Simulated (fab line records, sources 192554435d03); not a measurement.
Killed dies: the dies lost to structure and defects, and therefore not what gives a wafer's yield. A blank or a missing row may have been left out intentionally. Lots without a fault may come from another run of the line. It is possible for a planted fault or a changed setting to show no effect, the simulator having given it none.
Problem report in the 8D (eight disciplines) form, filled by code | flow n5 finfet | the parts of the form that need people (team, actions taken, sign-off) are left out

1. WHAT WENT WRONG
At N5_FIN_SAQP_COAT_50, spin speed rpm averages 1420.3 rpm over 6 wafers from 2 lots, while fault-free wafers read 1500.1 rpm, standard deviation 1. That is -80 standard deviations from the usual mean.
The step: time 60 s, resist thk 35 nm.
The first sign was on wafer L608.2 at day 5 03:46, on litho track-01. Wafers with a number at this step in the record: 26, from 9 lots. Rule for "out", or "out of limits": more than 4 standard deviations from the usual mean. The rest of the wafers with a number are treated as sound.

2. WHAT IT IS; WHAT IT IS NOT
question                    | is                     | is not
which readings at this step | spin speed rpm         | -
which lots                  | L608, L610             | L596, L597, L598, L603, L612, L613, L616
which wafers of those lots  | all that have a number | -
read on which tools         | litho track-01         | litho track-04, litho track-05
when                        | from day 5 03:46       | up to then (11 sound wafers); but 9 sound wafers of L612, L613, L616 came after

3. SUSPECTS, AND WHAT RULES EACH OUT
Counting: a tool stays on the suspect list if, at a process step up to the reading, it processed all lots that are out and no sound lot following the first of them.
- litho track-01 at N5_FIN_SAQP_COAT_50 (time 60 s, resist thk 35 nm): kept. All lots that are out passed through it, beginning with L608 at day 5 03:46, and no sound lot followed; its final sound lot before that point was L603 at day 3 22:05. Its own spin speed rpm readings are out on those wafers.
The count leaves litho track-01 at N5_FIN_SAQP_COAT_50.

4. THE CAUSE (what the simulator had put in)
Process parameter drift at N5_FIN_SAQP_COAT_50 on litho track-01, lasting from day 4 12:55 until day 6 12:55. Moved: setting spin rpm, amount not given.
The count eliminated every tool but this one.

5. SEQUENCE OF EFFECTS, ordered by route
Each row: a reading where the mean over the struck wafers with a number is more than 3 standard deviations away from the usual. Only readings for which the record gives a usual standard deviation are gone through. hours: the time from each lot's start at the first step in this table that gives one to its start at this step, as a median over the lots. sigmas: the change in usual standard deviations.
hours | step                | reading        | usual      | on struck wafers | change | sigmas
0     | N5_FIN_SAQP_COAT_50 | spin speed rpm | 1500.1 rpm | 1420.3           | -79.8  | -80
The process steps in it:
- N5_FIN_SAQP_COAT_50: time 60 s, resist thk 35 nm.
Later steps that measure or inspect, where all struck wafers having a row at the step show a number for every such reading and not one has moved that far: N5_BEOL_M4_RC_MEAS_101.

6. HOW IT WOULD HAVE BEEN CAUGHT EARLIER
In this record the first reading out of limits was taken at day 5 03:46, 15 hours after the fault began at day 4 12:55.
